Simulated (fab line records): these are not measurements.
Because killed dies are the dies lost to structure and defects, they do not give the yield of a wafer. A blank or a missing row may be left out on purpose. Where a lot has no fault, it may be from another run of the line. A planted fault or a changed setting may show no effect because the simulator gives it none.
Chamber matching / flow nand-harc / NHARC_A_BONDPAD_CMP_29 on cmp-03 has 4 sister chambers
The step polishes SiCN, target thk 200 nm. 4 wafers are shown with their chamber, then 8 later ones without.

## EACH WAFER AND ITS CHAMBER
wafer=L086.6; chamber=1; motor-current-A (A)=13.1
wafer=L091.1; chamber=2; motor-current-A (A)=12.0
wafer=L091.2; chamber=0; motor-current-A (A)=10.5
wafer=L093.1; chamber=3; motor-current-A (A)=11.4

## WAFERS WHOSE CHAMBER IS MISSING
wafer=L093.5; motor-current-A (A)=12.7
wafer=L093.6; motor-current-A (A)=10.0
wafer=L095.1; motor-current-A (A)=11.8
wafer=L095.3; motor-current-A (A)=13.0
wafer=L095.5; motor-current-A (A)=13.0
wafer=L097.1; motor-current-A (A)=13.5
wafer=L097.4; motor-current-A (A)=12.1
wafer=L097.6; motor-current-A (A)=12.1

## WHICH CHAMBER EACH ONE RAN IN
wafer=L093.5; from the rows above=can't be placed: 1 or 2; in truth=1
wafer=L093.6; from the rows above=0; in truth=0
wafer=L095.1; from the rows above=can't be placed: 2 or 3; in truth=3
wafer=L095.3; from the rows above=1; in truth=1
wafer=L095.5; from the rows above=1; in truth=1
wafer=L097.1; from the rows above=1; in truth=1
wafer=L097.4; from the rows above=2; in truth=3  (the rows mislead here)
wafer=L097.6; from the rows above=2; in truth=2
Correctly placed: 5 of 8. These rows do not allow placing 2 (true chamber among the candidates in 2). 1 placed wrongly.
How it was worked out, from the rows above alone: a wafer's distance from a chamber is the root of the sum, over the readings, of the square of ((its reading less the chamber's mean) divided by the reading's scatter). The wafer belongs to the nearest chamber; if the next one is less than 2 further off, it can't be placed. For every chamber, the mean is computed from those of its wafers that are shown. The scatter (one wafer shown for each chamber): square how far every hidden wafer sits from the nearest shown wafer, average those squares and take the square root.
